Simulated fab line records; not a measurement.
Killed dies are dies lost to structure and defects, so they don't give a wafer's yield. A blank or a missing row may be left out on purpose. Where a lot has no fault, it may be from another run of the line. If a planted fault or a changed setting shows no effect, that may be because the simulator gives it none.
fab line records	flow nand_harc
record lots=5	wafers=15	last_day=30
route steps=1302 shown P_STI@77
lots untouched by any fault: they come from a run of this same line in which no faults occurred
start_h: start of the lot's first displayed wafer, in hours after the record's first day	wait_h: hours since the lot's step before	" the same as in the row above	L1.1+2: several wafers, shown together as one row	- no value, or no start given	* or withheld: withheld	< > ~ a bound
route shown NAME@n: a module of which the file shows steps, and the number in the route of the first	usual: mean and standard deviation over wafers with no fault	same: alike in all rows	chamber/n: place in a boat	sites: the reading at each site	_std_site: standard deviation of those values	_edge_site: the outer-site mean with the inner-site mean subtracted	radius_mm: for every site, how far away it sits from the centre of the wafer	mask NAME#n: copy n	behind: tool/chamber where the wafer was last shaped	hold: reason for holding the lot/hours on hold/outcome of the hold	device: whichever transistor did not switch (one of n, p or np)	end of line: tests run on the same wafers once the route is complete	a step given without rows: its recipe and nothing more	killed: dies lost to structure and defects at the first sort, not the wafer's yield	map: a wafer's dies, marking killed ones x, the rest . and places with no die _
set.NAME: the setting that was run; set.NAME@STEP: the one run at that earlier step	model.NAME: the simulator's own value behind a step, which no gauge read
a table for each step, a row for each wafer; lots at some steps of the route
services: the hour from which a tool's chamber was out of use, counted from the record's first day as start_h (under 0 if before that day), plus the number of hours and why
## steps
# step NHARC_P_STI_COAT_03
# recipe spin_rpm=2000	resist_thk_nm=600
lot.wafer	tool	chamber	start_h	wait_h
L074.1+3+4	litho_track-05	0	-	-
L078.3+4+6	litho_track-05	0	-	-
L083.1+4+6	litho_track-07	0	-	-
L086.2+4+5	litho_track-07	0	-	-
L091.1+3+4	litho_track-05	0	-	-
# step NHARC_P_STI_SOFTBAKE_04
# recipe temp_c=125	time_s=70
lot.wafer	tool	chamber	start_h	wait_h
L074.1+3+4	litho_track-05	0	-	-
L078.3+4+6	litho_track-05	0	-	-
L083.1+4+6	litho_track-07	0	-	-
L086.2+4+5	litho_track-07	0	-	-
L091.1+3+4	litho_track-05	0	-	-
# step NHARC_P_STI_EBR_05
lot.wafer	tool	chamber	start_h	wait_h
L074.1+3+4	litho_track-05	0	-	-
L078.3+4+6	litho_track-05	0	-	-
L083.1+4+6	litho_track-07	0	-	-
L086.2+4+5	litho_track-07	0	-	-
L091.1+3+4	litho_track-05	0	-	-
# step NHARC_P_STI_EXPOSE_06
# recipe na=0.55	target_cd_nm=200	dose_mj=37.69	mask_id=P_STI
lot.wafer	tool	chamber	start_h	wait_h	mask
L074.1+3+4	krf_scanner-03	0	50.06	-	P_STI#0
L078.3+4+6	krf_scanner-04	0	86.43	-	P_STI#0
L083.1+4+6	krf_scanner-02	0	135.03	-	P_STI#0
L086.2+4+5	krf_scanner-02	0	164.04	-	P_STI#0
L091.1+3+4	krf_scanner-03	0	215.44	-	P_STI#0
# step NHARC_P_STI_PEB_07
# recipe peb_temp_c=128	peb_time_s=80
lot.wafer	tool	chamber	start_h	wait_h
L074.1+3+4	litho_track-05	0	50.12	0.1
L078.3+4+6	litho_track-05	0	86.49	0.1
L083.1+4+6	litho_track-03	0	135.09	0.1
L086.2+4+5	litho_track-03	0	164.10	0.1
L091.1+3+4	litho_track-05	0	215.50	0.1
# step NHARC_P_STI_DEVELOP_08
# recipe time_s=50	dev_temp_c=22
# usual developer_temp_C=22.01/0.12
lot.wafer	tool	chamber	start_h	wait_h	developer_temp_C
L074.1	litho_track-05	0	-	-	21.97
L074.3	"	0	"	"	22.02
L074.4	"	0	"	"	21.91
L078.3	litho_track-05	0	-	-	21.90
L078.4	"	0	"	"	22.08
L078.6	"	0	"	"	22.06
L083.1	litho_track-03	0	-	-	22.08
L083.4	"	0	"	"	22.26
L083.6	"	0	"	"	22.14
L086.2	litho_track-03	0	-	-	21.79
L086.4	"	0	"	"	21.82
L086.5	"	0	"	"	21.94
L091.1	litho_track-05	0	-	-	21.88
L091.3	"	0	"	"	22.01
L091.4	"	0	"	"	21.88
# step NHARC_P_STI_CD_MEAS_09
# recipe target_cd_nm=200	landing_energy_ev=500
# usual cd_nm=200.6/1.9
# same landing_energy_ev=500
lot.wafer	tool	chamber	start_h	wait_h	cd_nm
L074.1	cd_sem-02	0	50.21	-	201.0
L074.3	"	0	"	"	201.9
L074.4	"	0	"	"	200.7
L078.3	cd_sem-02	0	86.57	-	200.2
L078.4	"	0	"	"	203.3
L078.6	"	0	"	"	199.7
L083.1	cd_sem-02	0	135.18	-	200.6
L083.4	"	0	"	"	200.3
L083.6	"	0	"	"	200.7
L086.2	cd_sem-01	0	164.19	-	201.3
L086.4	"	0	"	"	199.5
L086.5	"	0	"	"	200.0
L091.1	cd_sem-02	0	215.59	-	204.0
L091.3	"	0	"	"	199.9
L091.4	"	0	"	"	201.7
# step NHARC_P_STI_OVL_MEAS_10
# usual overlay_x_nm=1/5.2	overlay_y_nm=-1/4.4
lot.wafer	tool	chamber	start_h	wait_h	overlay_x_nm	overlay_y_nm
L074.1	overlay-01	-	50.30	-	2	-4
L074.3	"	-	"	"	2	-4
L074.4	"	-	"	"	1	-4
L078.3	overlay-01	-	86.66	-	1	1
L078.4	"	-	"	"	1	1
L078.6	"	-	"	"	2	1
L083.1	overlay-02	-	135.27	-	-1	-1
L083.4	"	-	"	"	-1	-1
L083.6	"	-	"	"	-2	0
L086.2	overlay-02	-	164.28	-	3	-2
L086.4	"	-	"	"	3	-2
L086.5	"	-	"	"	3	-2
L091.1	overlay-02	-	215.68	-	-8	-8
L091.3	"	-	"	"	-9	-7
L091.4	"	-	"	"	-9	-8
# step NHARC_P_STI_INSPECT_11
# usual raw_defect_count=6.1/2.7
lot.wafer	tool	chamber	start_h	wait_h	raw_defect_count
L074.1	defect_inspect-02	-	50.33	0.0	4
L074.3	"	-	"	"	7
L074.4	"	-	"	"	10
L078.3	defect_inspect-02	-	86.69	0.0	8
L078.4	"	-	"	"	4
L078.6	"	-	"	"	3
L083.1	defect_inspect-01	-	135.30	0.0	5
L083.4	"	-	"	"	6
L083.6	"	-	"	"	9
L086.2	defect_inspect-02	-	164.31	0.0	10
L086.4	"	-	"	"	13
L086.5	"	-	"	"	5
L091.1	defect_inspect-02	-	215.71	0.0	5
L091.3	"	-	"	"	6
L091.4	"	-	"	"	4
# step NHARC_P_STI_HARDBAKE_13
# recipe temp_c=118	time_s=65
lot.wafer	tool	chamber	start_h	wait_h
L074.1+3+4	litho_track-07	0	50.39	0.1
L078.3+4+6	litho_track-03	0	86.76	0.1
L083.1+4+6	litho_track-05	0	135.36	0.1
L086.2+4+5	litho_track-05	0	164.37	0.1
L091.1+3+4	litho_track-05	0	215.77	0.1
# step NHARC_P_STI_DESCUM_14
# recipe time_s=3	o2_flow_sccm=200	ar_flow_sccm=0	bias_power_w=0	chemistry=O2
# usual drypump_motor_current_A=5.7/0.36	oes_product_au=1.004/0.014	rf_vpp_V=58.0/0.93	showerhead_plenum_p_Torr=1.93/0.098	throttle_valve_pct=11.311/0.0091
# same bias_power_w=0
lot.wafer	tool	chamber	start_h	wait_h	drypump_motor_current_A	oes_product_au	rf_hours_counter_h	rf_vpp_V	showerhead_plenum_p_Torr	throttle_valve_pct
L074.3	rie_diel-09	1	50.48	-	6.0	0.992	6	56.4	1.79	11.315
L074.1	"	2	"	"	5.1	1.016	4	60.4	2.00	11.299
L074.4	"	3	"	"	6.0	1.012	6	58.0	2.00	11.309
L078.3	rie_diel-04	3	86.85	-	5.5	1.018	4	57.4	1.78	11.314
L078.4	"	0	"	"	5.5	0.985	-	58.8	1.92	11.325
L078.6	"	3	"	"	5.5	1.013	-	58.4	1.78	11.302
L083.4	rie_diel-04	3	135.44	-	5.5	1.008	8	56.8	1.78	11.308
L083.1	"	1	"	"	5.3	1.011	7	58.3	1.91	11.324
L083.6	"	3	"	"	5.5	1.019	-	58.5	1.78	11.292
L086.2	rie_diel-04	2	164.45	-	6.2	1.028	10	59.1	2.04	11.311
L086.4	"	3	"	"	5.5	1.010	10	58.4	1.78	11.315
L086.5	"	2	"	"	6.2	1.020	-	59.7	2.05	11.295
L091.3	rie_diel-04	0	215.86	-	5.5	0.997	2	58.4	1.91	11.301
L091.1	"	1	"	"	5.2	0.999	2	59.5	1.91	11.314
L091.4	"	2	"	"	6.3	1.013	2	58.4	2.04	11.333
# step NHARC_P_STI_ETCH_42
# recipe target_depth_a=800	overetch_a=240	time_s=61	ion_energy_ev=200	n2_flow_sccm=150	h2_flow_sccm=150	ar_flow_sccm=0	rf_w=400	bias_w=150	chemistry=N2/H2
# usual drypump_motor_current_A=5.7/0.36	oes_product_au=1.004/0.013	rf_vpp_V=431/3	showerhead_plenum_p_Torr=2.07/0.11	throttle_valve_pct=14.172/0.0083
lot.wafer	tool	chamber	start_h	wait_h	drypump_motor_current_A	oes_product_au	rf_hours_counter_h	rf_vpp_V	showerhead_plenum_p_Torr	throttle_valve_pct
L074.4	rie_diel-09	2	50.56	0.1	5.1	1.003	4	433	2.14	14.181
L074.1	"	3	"	"	6.0	1.004	7	433	2.14	14.168
L074.3	"	1	"	"	6.0	0.995	6	428	1.90	14.174
L078.3	rie_diel-04	3	86.94	0.1	5.6	1.018	4	426	1.90	14.170
L078.4	"	0	"	"	5.5	0.990	-	430	2.04	14.164
L078.6	"	3	"	"	5.6	1.015	-	427	1.90	14.148
L083.1	rie_diel-04	2	135.52	0.1	6.2	1.020	8	434	2.18	14.171
L083.4	"	1	"	"	5.3	1.000	7	430	2.03	14.171
L083.6	"	2	"	"	6.2	1.022	-	434	2.18	14.168
L086.2	rie_diel-04	3	164.53	0.1	5.5	1.010	10	427	1.90	14.182
L086.4	"	0	"	"	5.5	0.985	8	432	2.04	14.147
L086.5	"	3	"	"	5.6	1.009	-	427	1.90	14.170
L091.3	rie_diel-04	3	215.93	0.1	5.5	1.004	2	426	1.89	14.158
L091.4	"	0	"	"	5.5	1.000	2	431	2.04	14.155
L091.1	"	2	"	"	6.2	1.025	2	435	2.18	14.189
# step NHARC_P_STI_ETCH_31
# recipe target_depth_a=1089	time_s=54.5	cf4_flow_sccm=100	chf3_flow_sccm=30	ar_flow_sccm=0	rf_w=500	bias_w=200	chemistry=CF4/CHF3
# usual drypump_motor_current_A=5.7/0.36	oes_product_au=0.961/0.023	rf_vpp_V=371.2/2.6	showerhead_plenum_p_Torr=1.59/0.075	throttle_valve_pct=16.802/0.009
lot.wafer	tool	chamber	start_h	wait_h	drypump_motor_current_A	oes_product_au	rf_hours_counter_h	rf_vpp_V	showerhead_plenum_p_Torr	throttle_valve_pct
L074.1	rie_diel-09	2	-	-	5.1	0.927	4	372.4	1.64	16.801
L074.4	"	3	"	"	6.0	0.931	7	372.8	1.64	16.793
L074.3	"	0	"	"	5.4	0.916	7	375.8	1.69	16.796
L078.3	rie_diel-04	3	-	-	5.5	0.935	4	369.7	1.47	16.796
L078.4	"	1	"	"	5.2	0.927	-	369.7	1.57	16.799
L078.6	"	3	"	"	5.5	0.943	-	368.1	1.47	16.783
L083.4	rie_diel-04	1	-	-	5.2	0.974	7	370.8	1.57	16.802
L083.1	"	2	"	"	6.2	0.995	8	374.0	1.68	16.805
L083.6	"	3	"	"	5.5	0.966	-	367.6	1.47	16.811
L086.4	rie_diel-04	3	-	-	5.5	0.954	10	366.3	1.47	16.817
L086.2	"	0	"	"	5.5	0.943	8	371.5	1.57	16.787
L086.5	"	2	"	"	6.2	0.966	-	373.7	1.68	16.802
L091.3	rie_diel-04	0	-	-	5.5	0.952	2	370.7	1.57	16.798
L091.1	"	1	"	"	5.3	0.978	2	369.7	1.57	16.815
L091.4	"	2	"	"	6.2	0.995	2	374.8	1.67	16.805
# step NHARC_P_STI_ETCH_15
# recipe target_depth_a=3000	taper_deg=4	time_s=100.1	hbr_flow_sccm=150	cl2_flow_sccm=50	rf_w=400	icp_w=400	bias_w=100	chemistry=HBr/Cl2
# usual drypump_motor_current_A=6.0/0.45	oes_product_au=1.002/0.011	throttle_valve_pct=26.407/0.0087
lot.wafer	tool	chamber	start_h	wait_h	drypump_motor_current_A	oes_product_au	rf_hours_counter_h	throttle_valve_pct
L074.3	rie_si-06	0	50.75	-	5.2	1.003	0.8	26.412
L074.4	"	2	"	"	5.3	0.984	1.0	26.401
L074.1	"	3	"	"	6.2	0.980	1.0	26.392
L078.4	rie_si-06	3	87.14	-	6.2	0.981	0.0	26.414
L078.3	"	0	"	"	5.2	1.024	0.0	26.418
L078.6	"	0	"	"	5.2	1.034	-	26.413
L083.1	rie_si-01	1	135.71	-	6.3	1.008	0.7	26.399
L083.4	"	0	"	"	6.2	1.014	0.8	26.410
L083.6	"	1	"	"	6.4	1.004	-	26.417
L086.2	rie_si-06	2	164.74	-	5.3	0.997	0.6	26.419
L086.4	"	0	"	"	5.1	1.022	0.5	26.408
L086.5	"	2	"	"	5.3	0.991	-	26.401
L091.3	rie_si-06	1	216.12	-	6.2	1.011	0.8	26.414
L091.4	"	3	"	"	6.2	0.999	1.0	26.406
L091.1	"	0	"	"	5.2	1.025	0.9	26.382
# step NHARC_P_STI_CD_MEAS_16
# usual cd_nm=200.3/2.2
lot.wafer	tool	chamber	start_h	wait_h	cd_nm
L074.1	cd_sem-03	-	50.91	-	200.3
L074.3	"	-	"	"	200.7
L074.4	"	-	"	"	199.3
L078.3	cd_sem-02	-	87.31	-	198.1
L078.4	"	-	"	"	201.6
L078.6	"	-	"	"	196.7
L083.1	cd_sem-01	-	135.87	-	201.6
L083.4	"	-	"	"	201.8
L083.6	"	-	"	"	199.3
L086.2	cd_sem-01	-	164.89	-	200.8
L086.4	"	-	"	"	198.8
L086.5	"	-	"	"	200.2
L091.1	cd_sem-02	-	216.28	-	205.0
L091.3	"	-	"	"	199.8
L091.4	"	-	"	"	202.1
## services
tool	chamber	start_h	hours	kind
krf_scanner-03	-	52.00	4.0	pm
rie_si-01	-	55.14	0.7	repair
rie_diel-04	0	59.76	10.1	repair
krf_scanner-03	-	65.23	10.5	repair
rie_si-06	-	70.10	0.1	repair
rie_si-06	-	72.00	9.0	pm
litho_track-07	-	76.00	7.0	pm
krf_scanner-03	-	77.52	0.6	repair
rie_diel-04	2	86.37	1.4	repair
krf_scanner-02	-	94.00	4.0	pm
litho_track-03	-	100.00	7.0	pm
rie_diel-09	2	109.03	2.2	repair
litho_track-05	-	124.00	7.0	pm
rie_diel-09	0	136.08	43.1	repair
rie_diel-09	-	143.19	9.0	pm
rie_si-06	-	144.21	0.9	repair
krf_scanner-03	-	153.61	0.4	repair
rie_diel-04	0	165.66	13.1	repair
rie_diel-04	-	177.90	9.0	pm
krf_scanner-04	-	182.00	4.0	pm
rie_si-01	-	193.00	9.0	pm
litho_track-05	-	194.02	-	consumable_replace:filter
krf_scanner-02	-	210.62	0.6	repair
rie_si-01	0	215.37	2.1	repair
## key
fault none
